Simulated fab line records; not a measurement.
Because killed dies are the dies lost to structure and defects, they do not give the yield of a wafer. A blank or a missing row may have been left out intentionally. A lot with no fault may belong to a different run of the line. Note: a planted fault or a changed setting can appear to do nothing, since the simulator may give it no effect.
fab line records    flow nand-harc
record: lots: 24  wafers: 72  last-day: 33
route steps=1302 shown P_M0@284 P_M1@298 P_M2@330
lots untouched by any fault: they come from a run of this same line in which no faults occurred
start-h: hours from the record's opening day to when the first of the lot's shown wafers began    wait-h: hours elapsed since this lot's preceding step    " the same as in the row above    L1.1+2: a row that stands for several wafers    - no value, or no start given    * or withheld: withheld    < > ~ a bound
route shown NAME@n: a module of which the file shows steps, and the number in the route of the first    usual: mean/standard deviation of fault-free wafers    same: alike in all rows    chamber/n: place in a boat    sites: per-site readings    _std_site: standard deviation across them    _edge_site: outer sites' mean less inner sites'    radius-mm: how far each site lies from the wafer's centre    mask NAME#n: copy n    behind: tool/chamber where the wafer was last shaped    hold: the reason the lot was held/the length of the hold in hours/how it ended    device: whichever transistor did not switch (one of n, p or np)    end of line: at the end of the route, the tests of the same wafers    step lacking rows: just its recipe    killed: the dies lost at the first sort to structure and to defects; this is not the yield of the wafer    map: a wafer's dies, marking killed ones x, the rest . and places with no die _
set.NAME: setting as actually run; set.NAME@STEP: the setting as run at that earlier step    model.NAME: the simulator's own value behind a step, which no gauge read
a sample of lots followed through the steps of the route, with each step as a table and each wafer as a row
services: a tool's chamber out of use, with start hour (start-h, from the record's first day; less than 0 if before it), hours out, and reason
== steps ==
step: NHARC_P_M0_DEP_32
recipe: target-thk-a: 300  temp-c: 370  target-thk-nm: 30  pressure-torr: 3  flow-sccm: 200  rf-w: 450  material: SiCN
usual: heater-power-w: 608/110
lot.wafer  tool      chamber  start-h  wait-h  heater-power-w  since-wet-clean-h
L074.2     pecvd-01  1        120.61   0.1     630             159
L074.3     "         0        "        "       525             159
L074.6     "         0        "        "       517             -
L075.2     pecvd-03  2        133.53   0.1     739             117
L075.6     "         2        "        "       756             -
L075.5     "         0        "        "       527             -
L076.3     pecvd-04  0        141.63   0.1     571             40
L076.1     "         1        "        "       526             41
L076.4     "         1        "        "       531             -
L077.3     pecvd-04  2        151.68   0.1     480             51
L077.1     "         1        "        "       641             51
L077.4     "         1        "        "       628             -
L078.2     pecvd-01  2        164.68   0.1     775             22
L078.3     "         1        "        "       594             22
L078.6     "         0        "        "       525             -
L079.3     pecvd-04  1        174.04   0.1     599             73
L079.2     "         0        "        "       673             73
L079.6     "         0        "        "       678             -
L080.5     pecvd-04  0        188.28   0.2     548             -
L080.4     "         1        "        "       642             -
L080.6     "         2        "        "       439             -
L081.2     pecvd-04  1        195.88   0.1     580             95
L081.1     "         2        "        "       475             95
L081.6     "         1        "        "       587             -
L082.1     pecvd-04  1        210.85   0.1     543             110
L082.4     "         2        "        "       486             -
L082.6     "         0        "        "       659             -
L083.1     pecvd-04  1        221.83   0.1     560             121
L083.4     "         2        "        "       454             -
L083.6     "         0        "        "       608             -
L084.1     pecvd-04  2        230.88   0.1     447             130
L084.2     "         0        "        "       591             130
L084.6     "         0        "        "       605             -
L085.1     pecvd-03  2        239.57   0.1     814             41
L085.2     "         0        "        "       581             42
L085.6     "         2        "        "       797             -
L086.3     pecvd-03  0        246.16   0.1     547             48
L086.2     "         1        "        "       758             48
L086.5     "         1        "        "       786             -
L088.1     pecvd-03  0        274.15   0.1     563             76
L088.3     "         1        "        "       695             76
L088.4     "         1        "        "       695             -
L087.3     pecvd-03  0        274.68   0.1     550             77
L087.5     "         2        "        "       729             -
L087.4     "         0        "        "       573             -
L089.4     pecvd-03  1        276.19   0.2     654             -
L089.5     "         2        "        "       769             -
L089.6     "         0        "        "       567             -
L090.1     pecvd-04  0        284.80   0.1     588             3
L090.3     "         1        "        "       596             3
L090.6     "         1        "        "       592             -
L091.1     pecvd-01  2        293.65   0.1     803             151
L091.4     "         0        "        "       465             -
L091.5     "         1        "        "       591             -
L092.3     pecvd-01  2        308.46   0.1     746             165
L092.6     "         2        "        "       782             -
L092.4     "         0        "        "       585             -
L093.2     pecvd-04  1        320.24   0.1     632             38
L093.4     "         0        "        "       572             -
L093.5     "         1        "        "       637             -
L094.4     pecvd-04  2        330.67   0.2     401             -
L094.6     "         0        "        "       634             -
L094.5     "         1        "        "       669             -
L095.2     pecvd-01  1        332.66   0.1     580             8
L095.3     "         2        "        "       755             8
L095.4     "         0        "        "       453             -
L096.5     pecvd-03  2        350.07   0.2     778             -
L096.6     "         0        "        "       529             -
L096.4     "         1        "        "       751             -
L097.3     pecvd-03  2        358.42   0.1     676             160
L097.5     "         0        "        "       553             -
L097.4     "         1        "        "       794             -
step: NHARC_P_M1_DESCUM_14
recipe: time-s: 3  o2-flow-sccm: 200  ar-flow-sccm: 0  bias-power-w: 0  chemistry: O2
usual: drypump-motor-current-A: 5.6/0.38  mfc-ar-sccm: 0.011/0.013  oes-product-au: 1.000/0.013  rf-vpp-V: 57.5/0.9  showerhead-plenum-p-Torr: 1.87/0.065  throttle-valve-pct: 11.312/0.009
lot.wafer  tool         chamber  start-h  wait-h  drypump-motor-current-A  mfc-ar-sccm  oes-product-au  rf-hours-counter-h  rf-vpp-V  showerhead-plenum-p-Torr  throttle-valve-pct
L074.3     rie-diel-08  2        122.05   0.1     5.7                      0.019        0.991           7                   58.1      1.93                      11.320
L074.2     "            0        "        "       5.3                      0            1.001           6                   57.2      1.86                      11.326
L074.6     "            3        "        "       6.2                      0.035        0.993           -                   56.9      1.86                      11.309
L075.2     rie-diel-08  2        134.94   0.1     5.7                      0.019        0.997           7                   58.4      1.93                      11.314
L075.6     "            0        "        "       5.3                      0            1.012           -                   56.6      1.86                      11.304
L075.5     "            1        "        "       5.4                      0.012        0.986           -                   55.5      1.81                      11.301
L076.4     rie-diel-08  3        143.05   0.1     6.2                      0.035        0.996           8                   57.9      1.86                      11.306
L076.1     "            0        "        "       5.4                      0            1.003           7                   59.7      1.86                      11.308
L076.3     "            2        "        "       5.7                      0.019        0.999           8                   57.2      1.93                      11.323
L077.3     rie-diel-02  3        152.99   0.1     5.4                      0.002        0.985           10                  56.7      1.95                      11.320
L077.4     "            0        "        "       5.1                      0            1.017           9                   57.7      1.79                      11.301
L077.1     "            2        "        "       5.9                      0.005        0.997           9                   57.5      1.84                      11.293
L078.2     rie-diel-08  2        165.98   0.1     5.7                      0.019        1.002           8                   56.3      1.93                      11.306
L078.3     "            3        "        "       6.1                      0.035        0.993           9                   56.7      1.86                      11.317
L078.6     "            3        "        "       6.1                      0.035        0.997           -                   58.6      1.86                      11.314
L079.2     rie-diel-12  2        175.48   0.1     5.1                      0            0.991           24                  57.7      1.95                      11.300
L079.3     "            3        "        "       6.1                      0.004        0.998           17                  58.5      1.96                      11.304
L079.6     "            2        "        "       5.1                      0            1.000           -                   58.1      1.95                      11.320
L080.4     rie-diel-08  2        189.60   0.1     5.7                      0.019        1.004           10                  59.9      1.93                      11.314
L080.6     "            2        "        "       5.8                      0.019        1.004           -                   58.4      1.93                      11.316
L080.5     "            3        "        "       6.2                      0.035        1.009           -                   55.9      1.86                      11.301
L081.2     rie-diel-12  1        197.22   0.1     5.4                      0            1.016           30                  57.6      1.78                      11.307
L081.1     "            2        "        "       5.0                      0            1.000           34                  57.4      1.95                      11.307
L081.6     "            1        "        "       5.4                      0            1.019           -                   57.2      1.78                      11.307
L082.1     rie-diel-08  2        212.08   0.1     5.7                      0.019        1.016           1                   57.8      1.93                      11.309
L082.4     "            3        "        "       6.1                      0.035        1.001           1                   58.7      1.86                      11.302
L082.6     "            1        "        "       5.4                      0.012        0.987           -                   57.7      1.81                      11.315
L083.4     rie-diel-12  1        223.40   0.2     5.4                      0            1.006           37                  58.6      1.78                      11.300
L083.1     "            2        "        "       5.1                      0            1.008           42                  58.0      1.95                      11.320
L083.6     "            0        "        "       6.2                      0.035        0.991           -                   56.4      1.86                      11.320
L084.1     rie-diel-08  0        232.45   0.1     5.3                      0            1.004           3                   57.6      1.86                      11.309
L084.2     "            2        "        "       5.7                      0.019        0.991           2                   58.2      1.93                      11.329
L084.6     "            3        "        "       6.1                      0.035        0.997           -                   57.4      1.86                      11.313
L085.1     rie-diel-02  2        241.01   0.1     5.9                      0.005        0.993           1                   58.0      1.83                      11.304
L085.2     "            1        "        "       5.6                      0            1.027           1                   59.2      1.99                      11.301
L085.6     "            2        "        "       5.9                      0.005        0.974           -                   57.8      1.84                      11.291
L086.3     rie-diel-08  2        247.61   0.1     5.7                      0.019        0.994           3                   57.2      1.93                      11.340
L086.2     "            0        "        "       5.3                      0            1.004           4                   57.5      1.86                      11.310
L086.5     "            2        "        "       5.8                      0.019        0.992           -                   57.9      1.93                      11.315
L088.4     rie-diel-02  0        275.55   0.1     5.1                      0            1.018           5                   57.2      1.79                      11.317
L088.3     "            1        "        "       5.5                      0            1.027           5                   57.7      1.99                      11.315
L088.1     "            2        "        "       5.9                      0.005        0.986           4                   56.7      1.83                      11.319
L087.3     rie-diel-08  3        276.07   0.1     6.1                      0.035        1.008           4                   56.5      1.86                      11.307
L087.4     "            0        "        "       5.3                      0            1.000           4                   58.8      1.86                      11.310
L087.5     "            0        "        "       5.3                      0            1.007           -                   57.1      1.86                      11.318
L089.4     rie-diel-08  2        277.51   0.1     5.7                      0.019        1.011           3                   56.1      1.93                      11.327
L089.6     "            1        "        "       5.4                      0.012        0.989           -                   57.5      1.80                      11.307
L089.5     "            2        "        "       5.7                      0.019        1.002           -                   56.4      1.93                      11.324
L090.3     rie-diel-08  0        286.23   0.1     5.3                      0            1.020           5                   57.7      1.86                      11.319
L090.1     "            3        "        "       6.2                      0.035        0.999           5                   58.2      1.86                      11.315
L090.6     "            1        "        "       5.4                      0.012        0.990           -                   56.9      1.80                      11.312
L091.1     rie-diel-08  3        295.10   0.1     6.2                      0.035        0.992           5                   58.7      1.86                      11.299
L091.4     "            1        "        "       5.4                      0.012        0.998           -                   57.5      1.80                      11.311
L091.5     "            3        "        "       6.2                      0.035        0.988           -                   58.0      1.86                      11.297
L092.4     rie-diel-02  1        309.91   0.1     5.5                      0            1.015           8                   57.7      1.99                      11.314
L092.3     "            2        "        "       6.0                      0.005        0.988           7                   58.1      1.83                      11.313
L092.6     "            0        "        "       5.1                      0            1.019           -                   58.0      1.79                      11.324
L093.2     rie-diel-02  3        321.56   0.1     5.4                      0.002        0.984           8                   59.2      1.95                      11.323
L093.4     "            2        "        "       5.9                      0.005        0.977           8                   57.2      1.83                      11.327
L093.5     "            3        "        "       5.4                      0.002        0.988           -                   58.2      1.95                      11.307
L094.4     rie-diel-12  2        331.98   0.1     5.1                      0            0.999           13                  57.5      1.94                      11.316
L094.5     "            1        "        "       5.4                      0            1.004           -                   57.1      1.77                      11.317
L094.6     "            2        "        "       5.1                      0            0.983           -                   58.2      1.94                      11.312
L095.3     rie-diel-12  0        333.98   0.1     6.2                      0.035        0.995           15                  57.0      1.85                      11.315
L095.4     "            1        "        "       5.4                      0            1.008           16                  57.4      1.77                      11.297
L095.2     "            2        "        "       5.1                      0            0.987           14                  58.7      1.94                      11.302
L096.4     rie-diel-02  2        351.37   0.1     6.0                      0.005        0.981           10                  58.0      1.83                      11.295
L096.6     "            0        "        "       5.1                      0            1.012           -                   58.2      1.79                      11.318
L096.5     "            1        "        "       5.5                      0            1.030           -                   57.9      1.99                      11.312
L097.4     rie-diel-12  2        359.84   0.1     5.1                      0            0.982           26                  55.8      1.94                      11.300
L097.3     "            0        "        "       6.2                      0.035        0.994           24                  57.5      1.85                      11.304
L097.5     "            2        "        "       5.1                      0            0.981           -                   57.5      1.94                      11.305
step: NHARC_P_M1_PRE_CLEAN_30
recipe: time-s: 30  temp-c: 280  gas: H2/He
usual: heater-power-w: 388/25
lot.wafer  tool            chamber  start-h  wait-h  heater-power-w
L074.2     pvd-sputter-03  -        -        -       373
L074.3     "               -        "        "       414
L074.6     "               -        "        "       375
L075.2     pvd-sputter-01  -        -        -       373
L075.6     "               -        "        "       350
L075.5     "               -        "        "       410
L076.1     pvd-sputter-03  -        -        -       389
L076.4     "               -        "        "       354
L076.3     "               -        "        "       406
L077.4     pvd-sputter-01  -        -        -       370
L077.3     "               -        "        "       387
L077.1     "               -        "        "       361
L078.2     pvd-sputter-01  -        -        -       374
L078.3     "               -        "        "       386
L078.6     "               -        "        "       370
L079.2     pvd-sputter-01  -        -        -       413
L079.3     "               -        "        "       369
L079.6     "               -        "        "       387
L080.4     pvd-sputter-03  -        -        -       380
L080.6     "               -        "        "       362
L080.5     "               -        "        "       410
L081.1     pvd-sputter-02  -        -        -       442
L081.2     "               -        "        "       407
L081.6     "               -        "        "       439
L082.1     pvd-sputter-01  -        -        -       366
L082.4     "               -        "        "       343
L082.6     "               -        "        "       373
L083.1     pvd-sputter-01  -        -        -       343
L083.4     "               -        "        "       405
L083.6     "               -        "        "       392
L084.1     pvd-sputter-02  -        -        -       412
L084.2     "               -        "        "       422
L084.6     "               -        "        "       449
L085.2     pvd-sputter-03  -        -        -       363
L085.1     "               -        "        "       368
L085.6     "               -        "        "       387
L086.3     pvd-sputter-03  -        -        -       371
L086.2     "               -        "        "       359
L086.5     "               -        "        "       365
L088.4     pvd-sputter-03  -        -        -       364
L088.1     "               -        "        "       419
L088.3     "               -        "        "       386
L087.3     pvd-sputter-01  -        -        -       367
L087.4     "               -        "        "       392
L087.5     "               -        "        "       397
L089.4     pvd-sputter-01  -        -        -       375
L089.5     "               -        "        "       355
L089.6     "               -        "        "       402
L090.3     pvd-sputter-03  -        -        -       370
L090.1     "               -        "        "       386
L090.6     "               -        "        "       380
L091.4     pvd-sputter-02  -        -        -       444
L091.1     "               -        "        "       406
L091.5     "               -        "        "       449
L092.4     pvd-sputter-01  -        -        -       330
L092.3     "               -        "        "       418
L092.6     "               -        "        "       355
L093.2     pvd-sputter-01  -        -        -       365
L093.4     "               -        "        "       406
L093.5     "               -        "        "       378
L094.4     pvd-sputter-03  -        -        -       387
L094.6     "               -        "        "       392
L094.5     "               -        "        "       367
L095.2     pvd-sputter-01  -        -        -       410
L095.3     "               -        "        "       371
L095.4     "               -        "        "       385
L096.4     pvd-sputter-02  -        -        -       411
L096.5     "               -        "        "       388
L096.6     "               -        "        "       416
L097.4     pvd-sputter-01  -        -        -       345
L097.3     "               -        "        "       382
L097.5     "               -        "        "       347
step: NHARC_P_M2_INSPECT_11
usual: raw-defect-count: 5/3.2
lot.wafer  tool               chamber  start-h  wait-h  raw-defect-count
L074.2     defect-inspect-01  -        126.21   0.0     6
L074.3     "                  -        "        "       7
L074.6     "                  -        "        "       2
L075.2     defect-inspect-01  -        139.02   0.0     4
L075.5     "                  -        "        "       5
L075.6     "                  -        "        "       1
L076.1     defect-inspect-01  -        147.22   0.0     3
L076.3     "                  -        "        "       1
L076.4     "                  -        "        "       6
L077.1     defect-inspect-01  -        157.12   0.0     3
L077.3     "                  -        "        "       2
L077.4     "                  -        "        "       0
L078.2     defect-inspect-02  -        170.07   0.0     3
L078.3     "                  -        "        "       2
L078.6     "                  -        "        "       3
L079.2     defect-inspect-01  -        179.66   0.0     3
L079.3     "                  -        "        "       3
L079.6     "                  -        "        "       3
L080.4     defect-inspect-01  -        193.89   0.0     8
L080.5     "                  -        "        "       4
L080.6     "                  -        "        "       2
L081.1     defect-inspect-02  -        201.32   0.0     2
L081.2     "                  -        "        "       8
L081.6     "                  -        "        "       3
L082.1     defect-inspect-01  -        216.15   0.0     4
L082.4     "                  -        "        "       6
L082.6     "                  -        "        "       3
L083.1     defect-inspect-01  -        228.33   0.0     7
L083.4     "                  -        "        "       12
L083.6     "                  -        "        "       8
L084.1     defect-inspect-02  -        236.53   0.0     4
L084.2     "                  -        "        "       11
L084.6     "                  -        "        "       4
L085.1     defect-inspect-02  -        245.17   0.0     8
L085.2     "                  -        "        "       5
L085.6     "                  -        "        "       5
L086.2     defect-inspect-01  -        251.73   0.0     2
L086.3     "                  -        "        "       8
L086.5     "                  -        "        "       1
L088.1     defect-inspect-02  -        279.63   0.1     12
L088.3     "                  -        "        "       12
L088.4     "                  -        "        "       10
L087.3     defect-inspect-02  -        280.17   0.0     8
L087.4     "                  -        "        "       14
L087.5     "                  -        "        "       7
L089.4     defect-inspect-02  -        281.57   0.0     3
L089.5     "                  -        "        "       5
L089.6     "                  -        "        "       7
L090.1     defect-inspect-02  -        290.32   0.0     4
L090.3     "                  -        "        "       5
L090.6     "                  -        "        "       6
L091.1     defect-inspect-01  -        299.18   0.0     3
L091.4     "                  -        "        "       1
L091.5     "                  -        "        "       6
L092.3     defect-inspect-01  -        314.07   0.0     3
L092.4     "                  -        "        "       7
L092.6     "                  -        "        "       5
L093.2     defect-inspect-01  -        326.33   0.0     10
L093.4     "                  -        "        "       4
L093.5     "                  -        "        "       3
L094.4     defect-inspect-01  -        335.93   0.0     2
L094.5     "                  -        "        "       3
L094.6     "                  -        "        "       6
L095.2     defect-inspect-02  -        339.08   0.0     7
L095.3     "                  -        "        "       4
L095.4     "                  -        "        "       4
L096.4     defect-inspect-01  -        355.33   0.0     8
L096.5     "                  -        "        "       4
L096.6     "                  -        "        "       5
L097.3     defect-inspect-02  -        364.00   0.0     3
L097.4     "                  -        "        "       1
L097.5     "                  -        "        "       4
step: NHARC_P_M2_DEGAS_29
recipe: temp-c: 250  time-s: 60
usual: heater-power-w: 322/20
lot.wafer  tool            chamber  start-h  wait-h  heater-power-w
L074.2     pvd-sputter-02  -        127.35   -       322
L074.3     "               -        "        "       328
L074.6     "               -        "        "       332
L075.2     pvd-sputter-02  -        140.15   -       335
L075.5     "               -        "        "       363
L075.6     "               -        "        "       330
L076.3     pvd-sputter-01  -        148.35   -       336
L076.4     "               -        "        "       297
L076.1     "               -        "        "       319
L077.4     pvd-sputter-01  -        158.20   -       301
L077.3     "               -        "        "       319
L077.1     "               -        "        "       289
L078.2     pvd-sputter-02  -        171.19   -       329
L078.3     "               -        "        "       361
L078.6     "               -        "        "       329
L079.2     pvd-sputter-01  -        180.86   -       325
L079.3     "               -        "        "       320
L079.6     "               -        "        "       309
L080.4     pvd-sputter-01  -        195.00   -       313
L080.6     "               -        "        "       343
L080.5     "               -        "        "       307
L081.1     pvd-sputter-03  -        202.61   -       294
L081.2     "               -        "        "       307
L081.6     "               -        "        "       293
L082.1     pvd-sputter-01  -        217.24   -       291
L082.4     "               -        "        "       326
L082.6     "               -        "        "       286
L083.4     pvd-sputter-03  -        229.54   -       301
L083.1     "               -        "        "       336
L083.6     "               -        "        "       308
L084.2     pvd-sputter-03  -        237.61   -       319
L084.1     "               -        "        "       291
L084.6     "               -        "        "       300
L085.1     pvd-sputter-03  -        246.25   -       298
L085.2     "               -        "        "       334
L085.6     "               -        "        "       335
L086.3     pvd-sputter-01  -        252.82   -       305
L086.2     "               -        "        "       321
L086.5     "               -        "        "       300
L088.4     pvd-sputter-02  -        280.78   -       336
L088.1     "               -        "        "       365
L088.3     "               -        "        "       341
L087.4     pvd-sputter-03  -        281.27   -       312
L087.3     "               -        "        "       299
L087.5     "               -        "        "       335
L089.4     pvd-sputter-03  -        282.74   -       311
L089.6     "               -        "        "       332
L089.5     "               -        "        "       303
L090.1     pvd-sputter-01  -        291.52   -       301
L090.3     "               -        "        "       321
L090.6     "               -        "        "       339
L091.4     pvd-sputter-02  -        300.28   -       314
L091.1     "               -        "        "       332
L091.5     "               -        "        "       355
L092.4     pvd-sputter-02  -        315.65   -       331
L092.3     "               -        "        "       321
L092.6     "               -        "        "       339
L093.4     pvd-sputter-02  -        327.41   -       319
L093.2     "               -        "        "       364
L093.5     "               -        "        "       330
L094.4     pvd-sputter-03  -        337.08   -       299
L094.5     "               -        "        "       342
L094.6     "               -        "        "       307
L095.2     pvd-sputter-03  -        340.22   -       309
L095.4     "               -        "        "       301
L095.3     "               -        "        "       343
L096.4     pvd-sputter-02  -        356.41   -       341
L096.5     "               -        "        "       332
L096.6     "               -        "        "       332
L097.3     pvd-sputter-02  -        365.08   -       334
L097.4     "               -        "        "       364
L097.5     "               -        "        "       333
step: NHARC_P_M2_PRE_CLEAN_30
recipe: time-s: 30  temp-c: 280  gas: H2/He
usual: heater-power-w: 394/24
lot.wafer  tool            chamber  start-h  wait-h  heater-power-w
L074.3     pvd-sputter-02  -        -        -       408
L074.2     "               -        "        "       440
L074.6     "               -        "        "       410
L075.2     pvd-sputter-02  -        -        -       449
L075.5     "               -        "        "       411
L075.6     "               -        "        "       437
L076.1     pvd-sputter-01  -        -        -       389
L076.3     "               -        "        "       347
L076.4     "               -        "        "       408
L077.1     pvd-sputter-01  -        -        -       409
L077.4     "               -        "        "       377
L077.3     "               -        "        "       401
L078.2     pvd-sputter-02  -        -        -       405
L078.3     "               -        "        "       399
L078.6     "               -        "        "       435
L079.3     pvd-sputter-01  -        -        -       373
L079.2     "               -        "        "       415
L079.6     "               -        "        "       378
L080.4     pvd-sputter-01  -        -        -       369
L080.6     "               -        "        "       389
L080.5     "               -        "        "       337
L081.1     pvd-sputter-03  -        -        -       356
L081.2     "               -        "        "       387
L081.6     "               -        "        "       416
L082.1     pvd-sputter-01  -        -        -       415
L082.4     "               -        "        "       376
L082.6     "               -        "        "       408
L083.4     pvd-sputter-03  -        -        -       382
L083.1     "               -        "        "       403
L083.6     "               -        "        "       374
L084.2     pvd-sputter-03  -        -        -       392
L084.1     "               -        "        "       358
L084.6     "               -        "        "       374
L085.1     pvd-sputter-03  -        -        -       409
L085.2     "               -        "        "       376
L085.6     "               -        "        "       413
L086.3     pvd-sputter-01  -        -        -       394
L086.2     "               -        "        "       340
L086.5     "               -        "        "       402
L088.1     pvd-sputter-02  -        -        -       403
L088.3     "               -        "        "       435
L088.4     "               -        "        "       401
L087.4     pvd-sputter-03  -        -        -       413
L087.3     "               -        "        "       383
L087.5     "               -        "        "       407
L089.4     pvd-sputter-03  -        -        -       401
L089.5     "               -        "        "       406
L089.6     "               -        "        "       377
L090.1     pvd-sputter-01  -        -        -       342
L090.3     "               -        "        "       410
L090.6     "               -        "        "       393
L091.1     pvd-sputter-02  -        -        -       396
L091.4     "               -        "        "       423
L091.5     "               -        "        "       399
L092.3     pvd-sputter-02  -        -        -       415
L092.4     "               -        "        "       422
L092.6     "               -        "        "       435
L093.2     pvd-sputter-02  -        -        -       402
L093.4     "               -        "        "       436
L093.5     "               -        "        "       403
L094.4     pvd-sputter-03  -        -        -       379
L094.6     "               -        "        "       413
L094.5     "               -        "        "       372
L095.4     pvd-sputter-03  -        -        -       364
L095.2     "               -        "        "       415
L095.3     "               -        "        "       377
L096.4     pvd-sputter-02  -        -        -       433
L096.5     "               -        "        "       391
L096.6     "               -        "        "       420
L097.4     pvd-sputter-02  -        -        -       407
L097.3     "               -        "        "       414
L097.5     "               -        "        "       410
== services ==
tool            chamber  start-h  hours  kind
pvd-sputter-02  -        104.33   10.0   pm
rie-diel-02     -        137.15   0.5    repair
rie-diel-12     -        149.48   1.0    repair
rie-diel-08     -        154.42   0.9    repair
rie-diel-12     3        156.83   5.2    repair
pvd-sputter-03  -        170.00   10.0   pm
pvd-sputter-02  -        174.46   11.6   repair
rie-diel-02     2        180.62   1.3    repair
rie-diel-12     -        182.88   0.6    repair
pecvd-03        -        185.15   13.0   pm
rie-diel-08     -        191.01   9.0    pm
rie-diel-02     -        216.70   9.0    pm
pecvd-04        1        226.76   5.5    repair
pvd-sputter-01  -        229.59   10.0   pm
rie-diel-12     3        247.09   7.3    repair
pvd-sputter-02  -        247.19   1.3    repair
rie-diel-12     -        268.51   9.0    pm
pecvd-04        -        269.20   13.0   pm
pvd-sputter-02  -        282.33   10.0   pm
pvd-sputter-03  -        291.28   6.7    repair
rie-diel-08     2        291.58   10.8   repair
rie-diel-08     0        299.07   50.3   repair
pvd-sputter-03  -        348.00   10.0   pm
pvd-sputter-01  -        364.08   2.7    repair
== key ==
fault none
